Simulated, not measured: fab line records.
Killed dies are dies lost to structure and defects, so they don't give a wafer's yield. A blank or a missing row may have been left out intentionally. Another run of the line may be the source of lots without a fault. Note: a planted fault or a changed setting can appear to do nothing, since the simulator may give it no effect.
Chamber matching :: flow n5_finfet :: N5_MIM_TOP_ETCH_PECVD_03 on pecvd-04: 3 sister chambers
The step deposits SiNx from SiH4/NH3/N2, target thk 20 nm, time 17.6 s. 3 wafers are shown with their chamber, then 8 later ones without.

== WAFERS PAIRED WITH THEIR CHAMBERS ==
wafer: L090.3
chamber: 0
throttle_valve_pct (%): 37.9

wafer: L090.4
chamber: 2
throttle_valve_pct (%): 37.7

wafer: L095.2
chamber: 1
throttle_valve_pct (%): 40.4

== WAFERS WITH NO CHAMBER GIVEN ==
wafer: L095.3
throttle_valve_pct (%): 37.9

wafer: L095.6
throttle_valve_pct (%): 38.3

wafer: L096.3
throttle_valve_pct (%): 37.4

wafer: L096.4
throttle_valve_pct (%): 37.7

wafer: L096.6
throttle_valve_pct (%): 40.3

wafer: L097.3
throttle_valve_pct (%): 40.5

wafer: L097.4
throttle_valve_pct (%): 40.4

wafer: L097.5
throttle_valve_pct (%): 37.7

== WHICH CHAMBER EACH ONE RAN IN ==
wafer: L095.3
from the rows above: can't be placed: 0 or 2
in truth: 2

wafer: L095.6
from the rows above: can't be placed: 0 or 2
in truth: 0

wafer: L096.3
from the rows above: can't be placed: 2 or 0
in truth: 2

wafer: L096.4
from the rows above: can't be placed: 2 or 0
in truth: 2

wafer: L096.6
from the rows above: 1
in truth: 1

wafer: L097.3
from the rows above: 1
in truth: 1

wafer: L097.4
from the rows above: 1
in truth: 1

wafer: L097.5
from the rows above: can't be placed: 2 or 0
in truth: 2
Correctly placed: 3 of 8. Not placeable from these rows: 5 (in 5, the candidates include the true chamber). 0 placed wrongly.
How it was worked out, from the rows above alone: a wafer's distance from a chamber is the root of the sum, over the readings, of the square of ((its reading less the chamber's mean) divided by the reading's scatter). The wafer belongs to the nearest chamber; if the next one is less than 2 further off, it can't be placed. For every chamber, the mean is computed from those of its wafers that are shown. The scatter (one wafer shown for each chamber): square how far every hidden wafer sits from the nearest shown wafer, average those squares and take the square root.
